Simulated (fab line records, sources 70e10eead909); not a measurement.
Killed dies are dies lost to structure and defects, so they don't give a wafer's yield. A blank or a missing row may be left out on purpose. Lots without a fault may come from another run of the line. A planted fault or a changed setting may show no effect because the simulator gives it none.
Which tool did it? | flow nand_harc | 24 lots, 72 wafers sampled, at 6 steps of a route of 1302

WHAT THE GAUGES READ, wafer by wafer
NHARC_A_CONTACT_CD_MEAS_80.
lot  | measured     | on        | cd_nm (nm)
L074 | day 22 01:31 | cd_sem-01 | 290.9 290.1 290.9
L075 | day 22 11:16 | cd_sem-01 | 288.6 288.8 288.1
L078 | day 23 09:37 | cd_sem-01 | 288.6 288.7 289.3
L076 | day 23 10:16 | cd_sem-01 | 289.6 290.0 289.4
L079 | day 23 14:51 | cd_sem-02 | 290.7 290.4 290.4
L077 | day 23 19:01 | cd_sem-03 | 290.1 290.2 289.6
L081 | day 24 06:34 | cd_sem-01 | 290.0 290.2 290.3
L080 | day 24 16:40 | cd_sem-01 | 289.0 288.8 289.2
L084 | day 25 16:43 | cd_sem-02 | 289.5 289.5 289.8
L082 | day 25 17:47 | cd_sem-02 | 290.0 290.7 290.5
L083 | day 25 18:28 | cd_sem-03 | 290.7 291.2 290.5
L085 | day 27 04:19 | cd_sem-03 | 289.4 289.4 289.4
L086 | day 27 07:28 | cd_sem-02 | 289.6 290.2 290.2
L087 | day 27 20:03 | cd_sem-01 | 289.5 289.1 289.2
L088 | day 27 22:07 | cd_sem-03 | 290.0 290.1 289.9
L089 | day 27 23:55 | cd_sem-02 | 289.9 290.2 290.1
L090 | day 28 12:14 | cd_sem-03 | 287.7 288.8 287.8
L091 | day 28 14:59 | cd_sem-03 | 290.3 290.9 290.1
L093 | day 29 05:37 | cd_sem-02 | 289.5 289.2 289.3
L092 | day 29 11:26 | cd_sem-01 | 288.2 287.9 289.0
L095 | day 30 07:49 | cd_sem-03 | 288.5 288.6 289.0
L094 | day 30 08:55 | cd_sem-03 | 289.1 289.6 289.5
L096 | day 31 01:20 | cd_sem-03 | 288.7 289.1 289.0
L097 | day 31 14:05 | cd_sem-01 | 289.8 289.5 290.1

WHICH TOOL RAN EACH LOT (tool, then ch and the chambers of the sampled wafers, then the start)
lot  | NHARC_A_CONTACT_ETCH_49                       | NHARC_A_CONTACT_ETCH_113             | NHARC_A_CONTACT_ETCH_96                       | NHARC_A_CONTACT_DEP_58          | NHARC_A_CONTACT_ETCH_130
L074 | rie_diel-05 ch 0,1,2, day 21 12:36 or earlier | har_cap_etch-01 ch 0,1, day 21 12:36 | rie_diel-05 ch 0,1, day 21 20:31 or earlier   | pecvd-04 ch 0,2, day 21 20:31   | har_cap_etch-02 ch 0,1, day 22 00:01
L075 | rie_diel-05 ch 0,3, day 21 22:53 or earlier   | har_cap_etch-03 ch 0,1, day 21 22:53 | rie_diel-05 ch 0,1,2, day 22 06:20 or earlier | pecvd-03 ch 1,2, day 22 06:20   | har_cap_etch-03 ch 0, day 22 09:44
L078 | rie_diel-10 ch 0,1,2, day 22 20:46 or earlier | har_cap_etch-02 ch 0,1, day 22 20:46 | rie_diel-05 ch 1,2,3, day 23 04:31 or earlier | pecvd-04 ch 0,1, day 23 04:31   | har_cap_etch-03 ch 0,1, day 23 08:04
L076 | rie_diel-05 ch 1,2,3, day 22 20:55 or earlier | har_cap_etch-03 ch 0,1, day 22 20:55 | rie_diel-05 ch 0,2,3, day 23 05:14 or earlier | pecvd-03 ch 0,1,2, day 23 05:14 | har_cap_etch-01 ch 0, day 23 08:44
L079 | rie_diel-06 ch 1,2,3, day 23 02:13 or earlier | har_cap_etch-01 ch 0,1, day 23 02:13 | rie_diel-05 ch 1,2,3, day 23 09:37 or earlier | pecvd-02 ch 0,2, day 23 09:37   | har_cap_etch-02 ch 0,1, day 23 13:17
L077 | rie_diel-05 ch 1,2,3, day 23 05:04 or earlier | har_cap_etch-02 ch 0,1, day 23 05:04 | rie_diel-06 ch 1,2,3, day 23 13:56 or earlier | pecvd-02 ch 0,2, day 23 13:56   | har_cap_etch-01 ch 0,1, day 23 17:31
L081 | rie_diel-06 ch 0,1,3, day 23 16:51 or earlier | har_cap_etch-03 ch 0,1, day 23 16:51 | rie_diel-05 ch 2,3, day 24 01:29 or earlier   | pecvd-04 ch 0,1,2, day 24 01:29 | har_cap_etch-02 ch 0,1, day 24 05:02
L080 | rie_diel-05 ch 0,1,2, day 24 02:37 or earlier | har_cap_etch-03 ch 0,1, day 24 02:37 | rie_diel-05 ch 0,1, day 24 10:03 or earlier   | pecvd-03 ch 1,2, day 24 10:03   | har_cap_etch-03 ch 1, day 24 15:07
L084 | rie_diel-05 ch 1,3, day 25 01:43 or earlier   | har_cap_etch-01 ch 0,1, day 25 01:43 | rie_diel-05 ch 0,2, day 25 08:51 or earlier   | pecvd-03 ch 0,2, day 25 08:51   | har_cap_etch-01 ch 0,1, day 25 15:10
L082 | rie_diel-10 ch 0,3, day 25 03:03 or earlier   | har_cap_etch-03 ch 0,1, day 25 03:03 | rie_diel-05 ch 2,3, day 25 12:04 or earlier   | pecvd-03 ch 0,1,2, day 25 12:04 | har_cap_etch-03 ch 0,1, day 25 16:15
L083 | rie_diel-05 ch 0,2,3, day 25 03:22 or earlier | har_cap_etch-02 ch 0,1, day 25 03:22 | rie_diel-06 ch 0,1,3, day 25 12:14 or earlier | pecvd-04 ch 1,2, day 25 12:14   | har_cap_etch-02 ch 0,1, day 25 16:55
L085 | rie_diel-05 ch 0,2,3, day 26 10:16 or earlier | har_cap_etch-01 ch 0,1, day 26 10:16 | rie_diel-05 ch 0,1,2, day 26 23:19 or earlier | pecvd-02 ch 1,2, day 26 23:19   | har_cap_etch-02 ch 0,1, day 27 02:47
L086 | rie_diel-05 ch 1,2,3, day 26 16:42 or earlier | har_cap_etch-03 ch 0,1, day 26 16:42 | rie_diel-05 ch 2,3, day 26 19:31              | pecvd-02 ch 0,2, day 27 02:30   | har_cap_etch-01 ch 0, day 27 05:55
L087 | rie_diel-06 ch 0,2,3, day 27 06:38 or earlier | har_cap_etch-03 ch 0,1, day 27 06:38 | rie_diel-05 ch 0,2, day 27 15:03 or earlier   | pecvd-03 ch 0,1,2, day 27 15:03 | har_cap_etch-02 ch 0,1, day 27 18:31
L088 | rie_diel-05 ch 0,1,3, day 27 09:58 or earlier | har_cap_etch-02 ch 0,1, day 27 09:58 | rie_diel-05 ch 1,3, day 27 17:04 or earlier   | pecvd-02 ch 0,2, day 27 17:04   | har_cap_etch-03 ch 0, day 27 20:35
L089 | rie_diel-05 ch 0,1,2, day 27 11:51 or earlier | har_cap_etch-03 ch 0,1, day 27 11:51 | rie_diel-05 ch 0,1,3, day 27 19:01 or earlier | pecvd-02 ch 0,1,2, day 27 19:01 | har_cap_etch-01 ch 0,1, day 27 22:23
L090 | rie_diel-05 ch 1,2,3, day 27 23:45 or earlier | har_cap_etch-02 ch 0,1, day 27 23:45 | rie_diel-05 ch 1,2, day 28 06:51 or earlier   | pecvd-03 ch 0,1,2, day 28 06:51 | har_cap_etch-03 ch 0,1, day 28 10:14
L091 | rie_diel-05 ch 1,2, day 28 01:01 or earlier   | har_cap_etch-03 ch 0,1, day 28 01:01 | rie_diel-05 ch 1,3, day 28 10:02 or earlier   | pecvd-04 ch 0,1, day 28 10:02   | har_cap_etch-02 ch 0,1, day 28 13:28
L093 | rie_diel-06 ch 0,1, day 28 17:26 or earlier   | har_cap_etch-01 ch 0,1, day 28 17:26 | rie_diel-10 ch 1,2, day 29 00:36 or earlier   | pecvd-03 ch 0,1, day 29 00:36   | har_cap_etch-01 ch 0, day 29 04:04
L092 | rie_diel-05 ch 0,2,3, day 28 22:00 or earlier | har_cap_etch-02 ch 0,1, day 28 22:00 | rie_diel-06 ch 0,1,2, day 29 06:27 or earlier | pecvd-02 ch 0,1,2, day 29 06:27 | har_cap_etch-03 ch 0,1, day 29 09:55
L095 | rie_diel-06 ch 1,2,3, day 29 19:49 or earlier | har_cap_etch-03 ch 0,1, day 29 19:49 | rie_diel-05 ch 1,2,3, day 30 02:52 or earlier | pecvd-04 ch 0,1,2, day 30 02:52 | har_cap_etch-01 ch 0,1, day 30 06:17
L094 | rie_diel-05 ch 0,2,3, day 29 20:57 or earlier | har_cap_etch-02 ch 0,1, day 29 20:57 | rie_diel-05 ch 0,1,2, day 30 04:03 or earlier | pecvd-04 ch 0,1,2, day 30 04:03 | har_cap_etch-03 ch 0,1, day 30 07:28
L096 | rie_diel-10 ch 0,1,2, day 30 11:32 or earlier | har_cap_etch-02 ch 0,1, day 30 11:32 | rie_diel-10 ch 0,1,2, day 30 20:16 or earlier | pecvd-04 ch 0,2, day 30 20:16   | har_cap_etch-02 ch 0,1, day 30 23:48
L097 | rie_diel-10 ch 0,2,3, day 30 23:42 or earlier | har_cap_etch-01 ch 0,1, day 30 23:42 | rie_diel-06 ch 1,2,3, day 31 09:02 or earlier | pecvd-02 ch 1,2, day 31 09:02   | har_cap_etch-01 ch 0,1, day 31 12:33
- NHARC_A_CONTACT_ETCH_49: etches the open film in N2/H2, target depth 260 nm, time 475.3 s.
- NHARC_A_CONTACT_ETCH_113: etches the open film in C4F8/O2/Ar, time 190 s, target depth 1850 nm.
- NHARC_A_CONTACT_ETCH_96: etches the open film in C4F6/O2, target depth 20 nm, time 10 s.
- NHARC_A_CONTACT_DEP_58: deposits SiON, target thk 90 nm.
- NHARC_A_CONTACT_ETCH_130: etches the open film in C4F8/O2/Ar, time 197 s, target depth 1918 nm.

WHAT THE TOOLS THEMSELVES READ (means of the sampled wafers that have a number; where no wafer has one, the mark that the record gives instead)
NHARC_A_CONTACT_ETCH_49.
lot  | tool        | drypump_motor_current_A (A) | mfc_ar_sccm (sccm) | oes_product_au (a.u.) | rf_vpp_V (V) | showerhead_plenum_p_Torr (Torr) | throttle_valve_pct (%)
L074 | rie_diel-05 | 6.1                         | 0.003              | 0.982                 | 429          | 1.99                            | 14.178
L075 | rie_diel-05 | 5.6                         | 0.015              | 1.000                 | 429          | 2.01                            | 14.176
L078 | rie_diel-10 | 6.0                         | 0.000              | 1.000                 | 430          | 2.00                            | 14.164
L076 | rie_diel-05 | 5.9                         | 0.010              | 0.997                 | 427          | 1.90                            | 14.169
L079 | rie_diel-06 | 5.3                         | 0.004              | 1.000                 | 428          | 1.99                            | 14.171
L077 | rie_diel-05 | 5.9                         | 0.010              | 0.994                 | 427          | 1.90                            | 14.167
L081 | rie_diel-06 | 5.9                         | 0.004              | 1.002                 | 429          | 1.99                            | 14.165
L080 | rie_diel-05 | 6.1                         | 0.003              | 1.003                 | 429          | 1.98                            | 14.172
L084 | rie_diel-05 | 5.7                         | 0.013              | 1.009                 | 428          | 1.91                            | 14.164
L082 | rie_diel-10 | 5.2                         | 0.000              | 1.004                 | 430          | 2.00                            | 14.175
L083 | rie_diel-05 | 6.0                         | 0.008              | 0.999                 | 429          | 1.99                            | 14.173
L085 | rie_diel-05 | 6.0                         | 0.008              | 1.001                 | 432          | 2.10                            | 14.170
L086 | rie_diel-05 | 5.9                         | 0.010              | 1.006                 | 429          | 2.01                            | 14.173
L087 | rie_diel-06 | 5.4                         | 0.000              | 1.005                 | 430          | 2.03                            | 14.171
L088 | rie_diel-05 | 5.8                         | 0.010              | 1.011                 | 429          | 1.99                            | 14.177
L089 | rie_diel-05 | 6.1                         | 0.003              | 0.997                 | 431          | 2.09                            | 14.169
L090 | rie_diel-05 | 5.9                         | 0.010              | 1.010                 | 430          | 2.01                            | 14.178
L091 | rie_diel-05 | 6.0                         | 0.005              | 1.007                 | 430          | 2.00                            | 14.178
L093 | rie_diel-06 | 6.1                         | 0.009              | 1.006                 | 428          | 1.94                            | 14.172
L092 | rie_diel-05 | 6.0                         | 0.008              | 1.005                 | 432          | 2.10                            | 14.166
L095 | rie_diel-06 | 5.3                         | 0.004              | 1.007                 | 429          | 1.97                            | 14.169
L094 | rie_diel-05 | 6.0                         | 0.008              | 1.000                 | 432          | 2.10                            | 14.173
L096 | rie_diel-10 | 6.0                         | 0.000              | 1.017                 | 433          | 2.09                            | 14.181
L097 | rie_diel-10 | 5.6                         | 0.000              | 1.007                 | 432          | 2.11                            | 14.164

NHARC_A_CONTACT_ETCH_96.
lot  | tool        | drypump_motor_current_A (A) | mfc_ar_sccm (sccm) | o2_flow_sccm (sccm) | oes_product_au (a.u.) | rf_vpp_V (V) | showerhead_plenum_p_Torr (Torr) | throttle_valve_pct (%)
L074 | rie_diel-05 | 5.9                         | 499.8              | 20.01               | 0.950                 | 544          | 3.84                            | 26.906
L075 | rie_diel-05 | 6.1                         | 500.2              | 20.01               | 0.941                 | 545          | 3.83                            | 26.895
L078 | rie_diel-05 | 5.9                         | 499.0              | 20.02               | 1.003                 | 542          | 3.69                            | 26.909
L076 | rie_diel-05 | 6.0                         | 500.4              | 19.97               | 0.957                 | 545          | 3.84                            | 26.898
L079 | rie_diel-05 | 5.9                         | 501.2              | 19.95               | 0.998                 | 541          | 3.69                            | 26.900
L077 | rie_diel-06 | 5.3                         | 500.9              | 19.99               | 1.006                 | 545          | 3.83                            | 26.907
L081 | rie_diel-05 | 5.8                         | 500.0              | 19.98               | 0.996                 | 542          | 3.70                            | 26.903
L080 | rie_diel-05 | 6.0                         | 498.8              | 20.02               | 0.938                 | 548          | 3.99                            | 26.896
L084 | rie_diel-05 | 6.2                         | 500.6              | 20.03               | 0.947                 | 547          | 3.97                            | 26.905
L082 | rie_diel-05 | 5.8                         | 498.9              | 20.07               | 0.996                 | 542          | 3.70                            | 26.904
L083 | rie_diel-06 | 5.9                         | 499.4              | 20.03               | 0.950                 | 545          | 3.83                            | 26.897
L085 | rie_diel-05 | 6.1                         | 500.5              | 19.97               | 0.974                 | 549          | 4.01                            | 26.900
L086 | rie_diel-05 | 6.1                         | 500.7              | 19.98               | 0.956                 | 549          | 4.06                            | 26.900
L087 | rie_diel-05 | 6.2                         | 500.3              | 20.07               | 1.003                 | 552          | 4.16                            | 26.898
L088 | rie_diel-05 | 5.5                         | 500.3              | 20.02               | 0.970                 | 543          | 3.71                            | 26.895
L089 | rie_diel-05 | 5.8                         | 498.7              | 20.00               | 0.942                 | 545          | 3.84                            | 26.904
L090 | rie_diel-05 | 6.0                         | 498.9              | 19.96               | 0.942                 | 547          | 3.86                            | 26.906
L091 | rie_diel-05 | 5.7                         | 499.7              | 20.01               | 0.958                 | 542          | 3.69                            | 26.904
L093 | rie_diel-10 | 6.3                         | 500.5              | 20.02               | 1.015                 | 547          | 3.90                            | 26.913
L092 | rie_diel-06 | 5.6                         | 499.1              | 20.01               | 1.006                 | 544          | 3.85                            | 26.901
L095 | rie_diel-05 | 5.9                         | 500.2              | 20.00               | 0.981                 | 545          | 3.87                            | 26.903
L094 | rie_diel-05 | 6.1                         | 499.2              | 20.05               | 0.947                 | 548          | 4.00                            | 26.900
L096 | rie_diel-10 | 6.0                         | 499.9              | 19.99               | 0.958                 | 549          | 4.02                            | 26.911
L097 | rie_diel-06 | 5.3                         | 499.9              | 19.99               | 1.003                 | 545          | 3.79                            | 26.898

NHARC_A_CONTACT_DEP_58.
lot  | tool     | heater_power_w (W)
L074 | pecvd-04 | 720
L075 | pecvd-03 | 829
L078 | pecvd-04 | 776
L076 | pecvd-03 | 758
L079 | pecvd-02 | 833
L077 | pecvd-02 | 762
L081 | pecvd-04 | 740
L080 | pecvd-03 | 817
L084 | pecvd-03 | 686
L082 | pecvd-03 | 767
L083 | pecvd-04 | 735
L085 | pecvd-02 | 778
L086 | pecvd-02 | 845
L087 | pecvd-03 | 817
L088 | pecvd-02 | 844
L089 | pecvd-02 | 806
L090 | pecvd-03 | 807
L091 | pecvd-04 | 765
L093 | pecvd-03 | 751
L092 | pecvd-02 | 806
L095 | pecvd-04 | 786
L094 | pecvd-04 | 794
L096 | pecvd-04 | 782
L097 | pecvd-02 | 864

THE ANSWER, worked out from the rows above alone
Rule: what is usual is taken from the lots themselves. Put in order of their means at a reading, lots are off if they are a third of the lots or fewer, leave a main group of 4 or more, and stand apart from it by a gap of 3 or more times the standard deviation of the main group's means; of several such gaps the widest counts. A main group whose means are all the same, to the digits that the tables above print for the reading, isn't used. A lot without any number at a reading at which 4 lots or more have one is off too. The other lots that the step has rows for count as sound. The gauges are gone through in route order, then the tools' own readings, and for those a lot's mean is taken as printed above. The first step at which some lot is off is used, and at that step the reading that is off furthest; a lot without a number counts as furthest.
No lot is off at any reading shown: from this, nothing can be told.

WHAT THE SIMULATOR HAD PUT IN
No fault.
